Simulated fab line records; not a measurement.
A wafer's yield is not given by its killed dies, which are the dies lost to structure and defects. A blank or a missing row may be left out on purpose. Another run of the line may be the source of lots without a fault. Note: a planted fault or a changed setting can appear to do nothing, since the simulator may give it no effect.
Which tool did it? -- flow nand-harc -- 13 lots, 39 wafers sampled, at 6 steps of a route of 1302

## WHAT THE GAUGES SHOWED, per wafer
NHARC_A_ZERO_WELL_INSPECT_17. Usual: 10 for raw-defect-count, sd 5.3.
lot,measured,on,raw-defect-count,flag
L440,day 7 06:02,defect-inspect-01,11 10 10,
L443,day 8 11:36,defect-inspect-01,10 14 6,
L444,day 9 02:25,defect-inspect-01,3 6 8,
L445,day 9 03:26,defect-inspect-01,15 15 20,
L447,day 10 00:14,defect-inspect-02,6 6 8,
L446,day 10 01:13,defect-inspect-01,12 5 5,
L448,day 10 16:24,defect-inspect-02,9 14 7,
L449,day 11 02:14,defect-inspect-01,16 11 17,
L456,day 14 00:08,defect-inspect-02,9 8 5,
L458,day 14 21:43,defect-inspect-01,6 12 18,
L459,day 15 03:22,defect-inspect-02,12 18 5,
L461,day 15 22:19,defect-inspect-01,11 2 19,
L462,day 16 10:40,defect-inspect-01,7 5 12,

NHARC_A_ONON_D1_THK_MEAS_14: measures by ellipsometry. Usual: 997 nm for thk-nm, sd 8.7.
lot,measured,on,thk-nm (nm),flag
L440,day 8 05:15,film-metro-02,1013 1013 1013,
L443,day 9 11:05,film-metro-01,1004 1005 1005,
L444,day 10 01:53,film-metro-02,1000 999 998,
L445,day 10 01:51,film-metro-01,1004 1004 1005,
L447,day 11 00:35,film-metro-02,994 996 997,
L446,day 11 00:34,film-metro-01,1007 1005 1006,
L448,day 11 17:14,film-metro-02,992 994 992,
L449,day 12 01:23,film-metro-02,996 996 996,
L456,day 15 01:08,film-metro-02,1855 1854 1854 1856 1855 1854,OFF
L458,day 15 20:26,film-metro-01,1847 1847 1848 1846 1847 1848,OFF
L459,day 16 02:53,film-metro-01,997 996 996,
L461,day 16 23:50,film-metro-01,999 1001 1001,
L462,day 17 10:53,film-metro-01,998 997 996,

NHARC_END_SORT_01. Usual: value, then standard deviation, for each; defect-limited-yield 91 % / 3; killed-at-array 56 / 20; killed-at-other 0.9 / 1.1; killed-at-periphery 3.7 / 3; killed-dies 61 / 21; killed-open 2.9 / 1.6; killed-short 2.6 / 1.4.
lot,measured,on,defect-limited-yield (%),killed-at-array,killed-at-other,killed-at-periphery,killed-dies,killed-open,killed-short,flag
L443,day 25 20:14,prober-01,92 88 88,54 77 76,1 0 0,1 3 5,56 80 81,3 4 3,2 4 3,
L444,day 26 14:56,prober-01,93 93 92,42 47 52,1 0 0,2 0 0,45 47 52,3 1 0,3 2 3,
L445,day 26 14:56,prober-02,88 90 89,76 63 72,0 1 0,2 2 1,78 66 73,0 3 2,3 4 2,
L447,day 27 16:52,prober-01,93 94 94,46 38 35,0 0 1,1 3 2,47 41 38,5 2 3,6 1 5,
L446,day 27 16:04,prober-02,90 88 88,64 77 83,0 0 0,4 1 1,68 78 84,6 3 2,2 3 2,
L448,day 28 15:27,prober-01,93,41,1,7,49,6,4,
L449,day 28 20:52,prober-02,86 88 91,89 77 58,2 2 1,5 2 3,96 81 62,0 1 5,2 1 4,
L462,day 33 11:23,prober-01,89 92 92,73 52 49,1 0 1,3 3 2,77 55 52,3 2 4,2 4 1,

## WHAT TOOL EACH LOT RAN ON (gives the tool, then ch and the chambers of the sampled wafers, and finally the start)
lot,NHARC_A_ZERO_WELL_ETCH_19,NHARC_A_ZERO_WELL_RTA_16,NHARC_A_ONON_D1_DEP_12
L440,"rie-diel-12 ch 0,1,3, day 7 04:50","rtp-anneal-02 ch 0, day 7 05:52","pecvd-onon-04 ch 0, day 8 04:46"
L443,"rie-diel-12 ch 1,2,3, day 8 10:22","rtp-anneal-01 ch 0, day 8 11:24","pecvd-onon-01 ch 0, day 9 10:35"
L444,"rie-diel-12 ch 1,2, day 9 01:11","rtp-anneal-01 ch 0, day 9 02:13","pecvd-onon-04 ch 0, day 10 01:21"
L445,"rie-diel-02 ch 1,3, day 9 02:13","rtp-anneal-02 ch 0, day 9 03:14","pecvd-onon-02 ch 0, day 10 01:20"
L447,"rie-diel-12 ch 0,1,2, day 9 22:54","rtp-anneal-01 ch 0, day 10 00:04","pecvd-onon-01 ch 0, day 11 00:08"
L446,"rie-diel-02 ch 0,1,2, day 9 23:54","rtp-anneal-01 ch 0, day 10 01:01","pecvd-onon-02 ch 0, day 11 00:04"
L448,"rie-diel-02 ch 0,3, day 10 15:11","rtp-anneal-02 ch 0, day 10 16:16","pecvd-onon-02 ch 0, day 11 16:50"
L449,"rie-diel-12 ch 1,2,3, day 11 00:58","rtp-anneal-01 ch 0, day 11 02:02","pecvd-onon-04 ch 0, day 12 00:50"
L456,"rie-diel-12 ch 0,1, day 13 22:55","rtp-anneal-02 ch 0, day 13 23:58","pecvd-onon-04 ch 0, day 15 00:41"
L458,"rie-diel-12 ch 0,1,3, day 14 20:29","rtp-anneal-02 ch 0, day 14 21:34","pecvd-onon-04 ch 0, day 15 20:02"
L459,"rie-diel-12 ch 0,1,2, day 15 02:08","rtp-anneal-02 ch 0, day 15 03:11","pecvd-onon-02 ch 0, day 16 02:22"
L461,"rie-diel-12 ch 1,2, day 15 21:06","rtp-anneal-02 ch 0, day 15 22:11","pecvd-onon-02 ch 0, day 16 23:26"
L462,"rie-diel-12 ch 0,1,2, day 16 09:27","rtp-anneal-02 ch 0, day 16 10:28","pecvd-onon-02 ch 0, day 17 10:22"
- NHARC_A_ZERO_WELL_ETCH_19: etches the open film in N2/H2, target depth 80 nm, overetch 24 nm, time 87.88 s.
- NHARC_A_ZERO_WELL_RTA_16: time 10 s.
- NHARC_A_ONON_D1_DEP_12: target thk 1000 nm.

## AS READ BY THE TOOLS THEMSELVES (means over the sampled wafers that have a number; for cases with no such wafer, the mark the record gives instead)
NHARC_A_ZERO_WELL_ETCH_19. Usual: drypump-motor-current-A 5.5 A, standard deviation 0.53; oes-product-au 1.002 a.u., standard deviation 0.012; rf-vpp-V 430.4 V, standard deviation 2.3; showerhead-plenum-p-Torr 2.04 Torr, standard deviation 0.075; throttle-valve-pct 14.171 %, standard deviation 0.0094.
lot,tool,drypump-motor-current-A (A),oes-product-au (a.u.),rf-vpp-V (V),showerhead-plenum-p-Torr (Torr),throttle-valve-pct (%),flag
L440,rie-diel-12,5.2,0.998,429.9,2.04,14.182,
L443,rie-diel-12,5.6,1.004,432.3,2.09,14.162,
L444,rie-diel-12,6.0,1.000,431.8,2.07,14.170,
L445,rie-diel-02,6.0,1.000,430.8,2.03,14.175,
L447,rie-diel-12,5.5,1.016,431.0,2.02,14.169,
L446,rie-diel-02,5.3,1.001,429.3,2.00,14.176,
L448,rie-diel-02,6.0,1.002,429.8,2.04,14.170,
L449,rie-diel-12,5.6,1.004,431.7,2.09,14.167,
L456,rie-diel-12,5.1,0.993,429.0,1.97,14.167,
L458,rie-diel-12,5.2,1.005,430.5,2.04,14.169,
L459,rie-diel-12,5.5,0.999,430.0,2.02,14.164,
L461,rie-diel-12,5.8,1.003,431.0,2.07,14.168,
L462,rie-diel-12,5.5,0.998,428.9,2.02,14.169,

NHARC_A_ZERO_WELL_RTA_16. Usual: lamp-power-pct 33.1 %, standard deviation 1.5; lamp_zone_6_pct 33.0 %, standard deviation 1.5; wafer_temp_C_max 1003.7, standard deviation 0.9.
lot,tool,lamp-power-pct (%),lamp_zone_6_pct (%),wafer_temp_C_max,flag
L440,rtp-anneal-02,34.4,34.3,1003.0,
L443,rtp-anneal-01,31.4,31.4,1004.0,
L444,rtp-anneal-01,31.4,31.4,1005.2,
L445,rtp-anneal-02,34.4,34.4,1003.0,
L447,rtp-anneal-01,31.4,31.4,1004.3,
L446,rtp-anneal-01,31.4,31.4,1003.9,
L448,rtp-anneal-02,34.4,34.3,1004.1,
L449,rtp-anneal-01,31.5,31.3,1005.0,
L456,rtp-anneal-02,34.4,34.4,1002.6,
L458,rtp-anneal-02,34.4,34.4,1003.0,
L459,rtp-anneal-02,34.5,34.4,1003.9,
L461,rtp-anneal-02,34.4,34.4,1002.4,
L462,rtp-anneal-02,34.4,34.3,1003.2,

## THE ANSWER, worked out from the rows above alone
Rule: lot off if the mean of its wafers having a number is beyond 3 standard deviations from the usual mean. A lot without any number at a reading at which 4 lots or more have one is off too. Any other lot the step has rows for is counted as sound. Order of review: gauges by route order, followed by the tools' own readings, for which a lot's mean as printed above is used. The first step at which some lot is off is used, and at that step the reading that is off furthest; a lot without a number counts as furthest.
Off at NHARC_A_ONON_D1_THK_MEAS_14 (thk-nm): L456, L458.
If a tool, at a process step before that reading, ran all the lots that are off and no sound lot after the first of them, it fits. The gauges at NHARC_A_ONON_D1_THK_MEAS_14 are tried like those tools. One candidate fits, namely pecvd-onon-04 at NHARC_A_ONON_D1_DEP_12. A fault onset in the window from L449 (day 12 00:50, its last sound lot) to L456 (day 15 00:41, its first lot off) fits.

## WHAT WAS PUT IN BY THE SIMULATOR
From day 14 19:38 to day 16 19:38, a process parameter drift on pecvd-onon-04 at NHARC_A_ONON_D1_DEP_12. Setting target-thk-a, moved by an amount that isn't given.
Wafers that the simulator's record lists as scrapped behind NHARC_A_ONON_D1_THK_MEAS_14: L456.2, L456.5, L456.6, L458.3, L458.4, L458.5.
Shown lots that were struck: L456, L458. The rule given above showed the same thing.
